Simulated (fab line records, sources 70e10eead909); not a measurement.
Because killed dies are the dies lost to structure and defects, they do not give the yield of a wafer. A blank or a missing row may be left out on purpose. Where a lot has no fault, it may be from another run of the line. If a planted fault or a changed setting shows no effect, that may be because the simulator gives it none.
Chamber matching	flow nand harc	4 sister chambers for NHARC_A_CHANNEL_FILL_D1_ETCHBACK_20 on rie diel-10
The step etches the open film in C4F8/O2/Ar, target depth 27 nm, time 13.5 s. 8 wafers are shown with their chamber, then 12 later ones without.

== WAFERS PAIRED WITH THEIR CHAMBERS ==
wafer	chamber	rf vpp V (V)	oes product au (a.u.)
L085.3	2	971	0.92
L086.4	0	969	0.92
L089.3	3	989	0.92
L089.4	1	977	0.93
L089.5	2	972	0.92
L088.2	1	977	0.94
L088.3	3	987	0.93
L088.4	0	970	0.94

== WAFERS WHOSE CHAMBER IS MISSING ==
wafer	rf vpp V (V)	oes product au (a.u.)
L091.1	971	0.94
L091.3	978	0.93
L091.4	989	0.92
L093.1	971	0.93
L093.4	977	0.93
L093.6	989	0.92
L094.2	970	0.92
L094.3	986	0.93
L094.4	977	0.93
L097.3	970	0.92
L097.5	971	0.94
L097.6	976	0.94

== WHICH CHAMBER EACH WENT THROUGH ==
wafer	from the rows above	in truth
L091.1	can't be placed: 0 or 2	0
L091.3	1	1
L091.4	3	3
L093.1	can't be placed: 2 or 0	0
L093.4	1	1
L093.6	3	3
L094.2	can't be placed: 0 or 2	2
L094.3	3	3
L094.4	1	1
L097.3	can't be placed: 0 or 2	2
L097.5	can't be placed: 0 or 2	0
L097.6	1	1
Correct placement for 7 of the 12. Can't be placed from these rows: 5 (the true chamber is among the candidates in 5). Wrongly placed: 0.
How it was worked out, from the rows above alone: a wafer's distance from a chamber is the root of the sum, over the readings, of the square of ((its reading less the chamber's mean) divided by the reading's scatter). If the next closest chamber is less than 2 further off than the closest, the wafer can't be placed; otherwise it belongs to the closest. The mean given for a chamber averages the wafers shown for that chamber. The scatter: take each reading less its chamber's mean, square it, sum over the shown wafers, divide by the number of wafers less the number of chambers, and take the root.
